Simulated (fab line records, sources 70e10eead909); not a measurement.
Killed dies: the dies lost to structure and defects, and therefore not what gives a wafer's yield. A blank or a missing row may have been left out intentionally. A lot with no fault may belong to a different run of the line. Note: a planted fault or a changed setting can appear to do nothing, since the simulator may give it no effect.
Which tool is to blame? || flow nand harc || 12 lots, 36 wafers sampled, at 5 steps of a route of 1302

== WHAT EACH GAUGE READ, for each wafer ==
NHARC_END_SORT_01.
{"lot": "L466", "measured": "day 29 17:09", "on": "prober-02", "killed at array": "661 667 663", "killed at other": "2 1 1", "killed at periphery": "13 9 13", "killed dies": "676 677 677", "killed open": "1 2 4", "killed short": "2 0 2"}

== TOOL THAT RAN EACH LOT (tool first, then ch and the chambers of the sampled wafers, then the start) ==
{"lot": "L454", "NHARC_A_CONTACT_ETCH_31": "rie diel-11 ch 2,3, day 23 01:13", "NHARC_A_CONTACT_ETCH_134": "har cap etch-03 ch 0,1, day 23 01:48", "NHARC_A_CONTACT_ETCH_139": "har cap etch-03 ch 0,1, day 23 03:07", "NHARC_A_CONTACT_ETCH_92": "rie diel-11 ch 0,1,2, day 23 03:48"}
{"lot": "L453", "NHARC_A_CONTACT_ETCH_31": "rie diel-06 ch 0,1,3, day 23 12:22", "NHARC_A_CONTACT_ETCH_134": "har cap etch-03 ch 0,1, day 23 12:47", "NHARC_A_CONTACT_ETCH_139": "har cap etch-03 ch 0,1, day 23 14:05", "NHARC_A_CONTACT_ETCH_92": "rie diel-11 ch 0,1, day 23 14:35"}
{"lot": "L458", "NHARC_A_CONTACT_ETCH_31": "rie diel-06 ch 2,3, day 24 04:05", "NHARC_A_CONTACT_ETCH_134": "har cap etch-03 ch 0,1, day 24 04:37", "NHARC_A_CONTACT_ETCH_139": "har cap etch-03 ch 0,1, day 24 05:55", "NHARC_A_CONTACT_ETCH_92": "rie diel-11 ch 0,2, day 24 06:23"}
{"lot": "L459", "NHARC_A_CONTACT_ETCH_31": "rie diel-11 ch 0,1, day 24 04:38", "NHARC_A_CONTACT_ETCH_134": "har cap etch-02 ch 0,1, day 24 05:08", "NHARC_A_CONTACT_ETCH_139": "har cap etch-02 ch 0,1, day 24 06:26", "NHARC_A_CONTACT_ETCH_92": "rie diel-06 ch 2,3, day 24 06:58"}
{"lot": "L460", "NHARC_A_CONTACT_ETCH_31": "rie diel-11 ch 0,2, day 24 21:35", "NHARC_A_CONTACT_ETCH_134": "har cap etch-01 ch 0,1, day 24 22:10", "NHARC_A_CONTACT_ETCH_139": "har cap etch-01 ch 0,1, day 24 23:27", "NHARC_A_CONTACT_ETCH_92": "rie diel-08 ch 0,1, day 25 00:01"}
{"lot": "L464", "NHARC_A_CONTACT_ETCH_31": "rie diel-06 ch 0,1,3, day 26 17:13", "NHARC_A_CONTACT_ETCH_134": "har cap etch-02 ch 0,1, day 26 17:45", "NHARC_A_CONTACT_ETCH_139": "har cap etch-02 ch 0,1, day 26 19:04", "NHARC_A_CONTACT_ETCH_92": "rie diel-11 ch 0,1,3, day 26 19:31"}
{"lot": "L466", "NHARC_A_CONTACT_ETCH_31": "rie diel-06 ch 0,2,3, day 27 06:13", "NHARC_A_CONTACT_ETCH_134": "har cap etch-01 ch 0,1, day 27 06:52", "NHARC_A_CONTACT_ETCH_139": "har cap etch-01 ch 0,1, day 27 08:37", "NHARC_A_CONTACT_ETCH_92": "rie diel-06 ch 0,2, day 27 09:10"}
{"lot": "L468", "NHARC_A_CONTACT_ETCH_31": "rie diel-06 ch 0,1,2, day 28 06:39", "NHARC_A_CONTACT_ETCH_134": "har cap etch-03 ch 0,1, day 28 07:11", "NHARC_A_CONTACT_ETCH_139": "har cap etch-03 ch 0,1, day 28 08:28", "NHARC_A_CONTACT_ETCH_92": "rie diel-11 ch 0,1,3, day 28 09:02"}
{"lot": "L472", "NHARC_A_CONTACT_ETCH_31": "rie diel-11 ch 2,3, day 29 21:32", "NHARC_A_CONTACT_ETCH_134": "har cap etch-02 ch 0,1, day 29 22:07", "NHARC_A_CONTACT_ETCH_139": "har cap etch-02 ch 0,1, day 29 23:26", "NHARC_A_CONTACT_ETCH_92": "rie diel-11 ch 2,3, day 29 23:51"}
{"lot": "L473", "NHARC_A_CONTACT_ETCH_31": "rie diel-11 ch 0,1,3, day 30 18:07", "NHARC_A_CONTACT_ETCH_134": "har cap etch-03 ch 0,1, day 30 18:39", "NHARC_A_CONTACT_ETCH_139": "har cap etch-03 ch 0,1, day 30 19:56", "NHARC_A_CONTACT_ETCH_92": "rie diel-06 ch 0,1,2, day 30 20:31"}
{"lot": "L474", "NHARC_A_CONTACT_ETCH_31": "rie diel-11 ch 0,1,3, day 30 19:58", "NHARC_A_CONTACT_ETCH_134": "har cap etch-01 ch 0,1, day 30 20:29", "NHARC_A_CONTACT_ETCH_139": "har cap etch-01 ch 0,1, day 30 21:47", "NHARC_A_CONTACT_ETCH_92": "rie diel-11 ch 0,2,3, day 30 22:22"}
{"lot": "L476", "NHARC_A_CONTACT_ETCH_31": "rie diel-11 ch 0,1,3, day 31 19:46", "NHARC_A_CONTACT_ETCH_134": "har cap etch-03 ch 0,1, day 31 20:22", "NHARC_A_CONTACT_ETCH_139": "har cap etch-03 ch 0,1, day 31 21:40", "NHARC_A_CONTACT_ETCH_92": "rie diel-11 ch 0,3, day 31 22:07"}
- NHARC_A_CONTACT_ETCH_31: etches the open film in O2/COS, target depth 2800 nm, time 728 s.
- NHARC_A_CONTACT_ETCH_134: etches the open film in C4F8/O2/Ar, time 140 s, target depth 700 nm.
- NHARC_A_CONTACT_ETCH_139: etches the open film in C4F8/O2/Ar, time 195 s, target depth 840 nm.
- NHARC_A_CONTACT_ETCH_92: etches the open film in CH3F/O2, target depth 40 nm, time 85.7 s.

== WHAT THE TOOLS THEMSELVES READ (means of the sampled wafers that have a number; where no wafer has one, the mark that the record gives instead) ==
NHARC_A_CONTACT_ETCH_31.
{"lot": "L454", "tool": "rie diel-11", "drypump motor current A (A)": 6.0, "oes product au (a.u.)": 0.999, "rf vpp V (V)": 312.5, "run length s (s)": 749.6, "showerhead plenum p Torr (Torr)": 3.03, "throttle valve pct (%)": 28.329}
{"lot": "L453", "tool": "rie diel-06", "drypump motor current A (A)": 5.7, "oes product au (a.u.)": 0.994, "rf vpp V (V)": 314.5, "run length s (s)": 748.8, "showerhead plenum p Torr (Torr)": 3.14, "throttle valve pct (%)": 28.330}
{"lot": "L458", "tool": "rie diel-06", "drypump motor current A (A)": 6.4, "oes product au (a.u.)": 0.988, "rf vpp V (V)": 313.2, "run length s (s)": 749.2, "showerhead plenum p Torr (Torr)": 3.04, "throttle valve pct (%)": 28.334}
{"lot": "L459", "tool": "rie diel-11", "drypump motor current A (A)": 5.9, "oes product au (a.u.)": 0.997, "rf vpp V (V)": 312.5, "run length s (s)": 749.5, "showerhead plenum p Torr (Torr)": 3.03, "throttle valve pct (%)": 28.344}
{"lot": "L460", "tool": "rie diel-11", "drypump motor current A (A)": 5.8, "oes product au (a.u.)": 0.997, "rf vpp V (V)": 312.0, "run length s (s)": 749.5, "showerhead plenum p Torr (Torr)": 2.97, "throttle valve pct (%)": 28.326}
{"lot": "L464", "tool": "rie diel-06", "drypump motor current A (A)": 5.7, "oes product au (a.u.)": 0.999, "rf vpp V (V)": 314.2, "run length s (s)": 748.9, "showerhead plenum p Torr (Torr)": 3.13, "throttle valve pct (%)": 28.342}
{"lot": "L466", "tool": "rie diel-06", "drypump motor current A (A)": 6.0, "oes product au (a.u.)": 0.991, "rf vpp V (V)": 313.2, "run length s (s)": 545.4, "showerhead plenum p Torr (Torr)": 3.11, "throttle valve pct (%)": 28.322}
{"lot": "L468", "tool": "rie diel-06", "drypump motor current A (A)": 6.0, "oes product au (a.u.)": 0.995, "rf vpp V (V)": 314.5, "run length s (s)": 545.3, "showerhead plenum p Torr (Torr)": 3.10, "throttle valve pct (%)": 28.333}
{"lot": "L472", "tool": "rie diel-11", "drypump motor current A (A)": 6.0, "oes product au (a.u.)": 1.002, "rf vpp V (V)": 312.3, "run length s (s)": 749.5, "showerhead plenum p Torr (Torr)": 3.02, "throttle valve pct (%)": 28.327}
{"lot": "L473", "tool": "rie diel-11", "drypump motor current A (A)": 6.0, "oes product au (a.u.)": 1.008, "rf vpp V (V)": 313.0, "run length s (s)": 749.5, "showerhead plenum p Torr (Torr)": 3.00, "throttle valve pct (%)": 28.328}
{"lot": "L474", "tool": "rie diel-11", "drypump motor current A (A)": 6.0, "oes product au (a.u.)": 0.991, "rf vpp V (V)": 312.3, "run length s (s)": 749.4, "showerhead plenum p Torr (Torr)": 3.00, "throttle valve pct (%)": 28.329}
{"lot": "L476", "tool": "rie diel-11", "drypump motor current A (A)": 6.0, "oes product au (a.u.)": 1.007, "rf vpp V (V)": 313.2, "run length s (s)": 749.5, "showerhead plenum p Torr (Torr)": 3.00, "throttle valve pct (%)": 28.337}

NHARC_A_CONTACT_ETCH_134.
{"lot": "L454", "tool": "har cap etch-03", "run length s (s)": 141.36}
{"lot": "L453", "tool": "har cap etch-03", "run length s (s)": 141.20}
{"lot": "L458", "tool": "har cap etch-03", "run length s (s)": 141.22}
{"lot": "L459", "tool": "har cap etch-02", "run length s (s)": 141.76}
{"lot": "L460", "tool": "har cap etch-01", "run length s (s)": 141.40}
{"lot": "L464", "tool": "har cap etch-02", "run length s (s)": 141.39}
{"lot": "L466", "tool": "har cap etch-01", "run length s (s)": 141.19}
{"lot": "L468", "tool": "har cap etch-03", "run length s (s)": 141.11}
{"lot": "L472", "tool": "har cap etch-02", "run length s (s)": 141.19}
{"lot": "L473", "tool": "har cap etch-03", "run length s (s)": 141.12}
{"lot": "L474", "tool": "har cap etch-01", "run length s (s)": 141.50}
{"lot": "L476", "tool": "har cap etch-03", "run length s (s)": 141.32}

NHARC_A_CONTACT_ETCH_139.
{"lot": "L454", "tool": "har cap etch-03", "run length s (s)": 226.4}
{"lot": "L453", "tool": "har cap etch-03", "run length s (s)": 226.4}
{"lot": "L458", "tool": "har cap etch-03", "run length s (s)": 226.3}
{"lot": "L459", "tool": "har cap etch-02", "run length s (s)": 226.3}
{"lot": "L460", "tool": "har cap etch-01", "run length s (s)": 226.3}
{"lot": "L464", "tool": "har cap etch-02", "run length s (s)": 226.3}
{"lot": "L466", "tool": "har cap etch-01", "run length s (s)": 226.2}
{"lot": "L468", "tool": "har cap etch-03", "run length s (s)": 226.3}
{"lot": "L472", "tool": "har cap etch-02", "run length s (s)": 226.5}
{"lot": "L473", "tool": "har cap etch-03", "run length s (s)": 226.1}
{"lot": "L474", "tool": "har cap etch-01", "run length s (s)": 226.4}
{"lot": "L476", "tool": "har cap etch-03", "run length s (s)": 226.3}

NHARC_A_CONTACT_ETCH_92.
{"lot": "L454", "tool": "rie diel-11", "drypump motor current A (A)": 5.8, "oes product au (a.u.)": 0.919, "rf vpp V (V)": 243.6, "run length s (s)": 107.2, "showerhead plenum p Torr (Torr)": 2.36, "throttle valve pct (%)": 20.656}
{"lot": "L453", "tool": "rie diel-11", "drypump motor current A (A)": 5.9, "oes product au (a.u.)": 0.920, "rf vpp V (V)": 242.5, "run length s (s)": 107.1, "showerhead plenum p Torr (Torr)": 2.38, "throttle valve pct (%)": 20.676}
{"lot": "L458", "tool": "rie diel-11", "drypump motor current A (A)": 5.8, "oes product au (a.u.)": 0.927, "rf vpp V (V)": 243.4, "run length s (s)": 106.9, "showerhead plenum p Torr (Torr)": 2.34, "throttle valve pct (%)": 20.664}
{"lot": "L459", "tool": "rie diel-06", "drypump motor current A (A)": 6.1, "oes product au (a.u.)": 0.925, "rf vpp V (V)": 243.3, "run length s (s)": 106.8, "showerhead plenum p Torr (Torr)": 2.40, "throttle valve pct (%)": 20.658}
{"lot": "L460", "tool": "rie diel-08", "drypump motor current A (A)": 5.4, "oes product au (a.u.)": 0.940, "rf vpp V (V)": 244.8, "run length s (s)": 107.0, "showerhead plenum p Torr (Torr)": 2.45, "throttle valve pct (%)": 20.664}
{"lot": "L464", "tool": "rie diel-11", "drypump motor current A (A)": 6.0, "oes product au (a.u.)": 1.006, "rf vpp V (V)": 243.1, "run length s (s)": 107.6, "showerhead plenum p Torr (Torr)": 2.37, "throttle valve pct (%)": 20.665}
{"lot": "L466", "tool": "rie diel-06", "drypump motor current A (A)": 6.2, "oes product au (a.u.)": 0.925, "rf vpp V (V)": 244.4, "run length s (s)": 107.1, "showerhead plenum p Torr (Torr)": 2.44, "throttle valve pct (%)": 20.656}
{"lot": "L468", "tool": "rie diel-11", "drypump motor current A (A)": 6.0, "oes product au (a.u.)": 0.926, "rf vpp V (V)": 244.1, "run length s (s)": 107.4, "showerhead plenum p Torr (Torr)": 2.36, "throttle valve pct (%)": 20.652}
{"lot": "L472", "tool": "rie diel-11", "drypump motor current A (A)": 5.9, "oes product au (a.u.)": 0.940, "rf vpp V (V)": 242.6, "run length s (s)": 107.1, "showerhead plenum p Torr (Torr)": 2.36, "throttle valve pct (%)": 20.666}
{"lot": "L473", "tool": "rie diel-06", "drypump motor current A (A)": 5.9, "oes product au (a.u.)": 0.998, "rf vpp V (V)": 244.1, "run length s (s)": 106.6, "showerhead plenum p Torr (Torr)": 2.44, "throttle valve pct (%)": 20.662}
{"lot": "L474", "tool": "rie diel-11", "drypump motor current A (A)": 5.9, "oes product au (a.u.)": 0.937, "rf vpp V (V)": 242.8, "run length s (s)": 107.2, "showerhead plenum p Torr (Torr)": 2.34, "throttle valve pct (%)": 20.656}
{"lot": "L476", "tool": "rie diel-11", "drypump motor current A (A)": 6.1, "oes product au (a.u.)": 0.939, "rf vpp V (V)": 242.7, "run length s (s)": 107.2, "showerhead plenum p Torr (Torr)": 2.35, "throttle valve pct (%)": 20.664}

== THE ANSWER, worked out from the rows above alone ==
Rule: the lots themselves supply what counts as usual. Put in order of their means at a reading, lots are off if they are a third of the lots or fewer, leave a main group of 4 or more, and stand apart from it by a gap of 3 or more times the standard deviation of the main group's means; of several such gaps the widest counts. Not used: any main group whose means are identical at the precision the tables above print for the reading. Also off: a lot with no number at a reading for which 4 or more lots have one. All remaining lots with rows at the step are treated as sound. First the gauges in route order, then the tools' own readings, where a lot's mean is used as printed above. At the first step where some lot is off, the reading lying furthest off is the one used; lots without a number count as furthest.
Off at NHARC_A_CONTACT_ETCH_31 (run length s): L466, L468. Main group: mean 749.3 s, sd 0.27.
A tool fits if, at that step or a process step before it, it ran every lot that is off, and no sound lot after the first of them. One candidate fits, namely rie diel-06 at NHARC_A_CONTACT_ETCH_31. Its last sound lot is L464 (day 26 17:13), its first lot that is off L466 (day 27 06:13): a fault that began between those two fits.
The tool's own readings at NHARC_A_CONTACT_ETCH_31 bear it out: on the lots that are off they differ by more than 5 times the standard deviation of the sound lots' means. run length s reads 545.3 s there against 749.3 s on the sound lots.

== WHAT HAD BEEN PUT IN BY THE SIMULATOR ==
Drift in process parameters on rie diel-06 at NHARC_A_CONTACT_ETCH_31, starting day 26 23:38. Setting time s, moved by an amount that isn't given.
Shown lots that were struck: L466, L468. The rule given above showed the same thing.
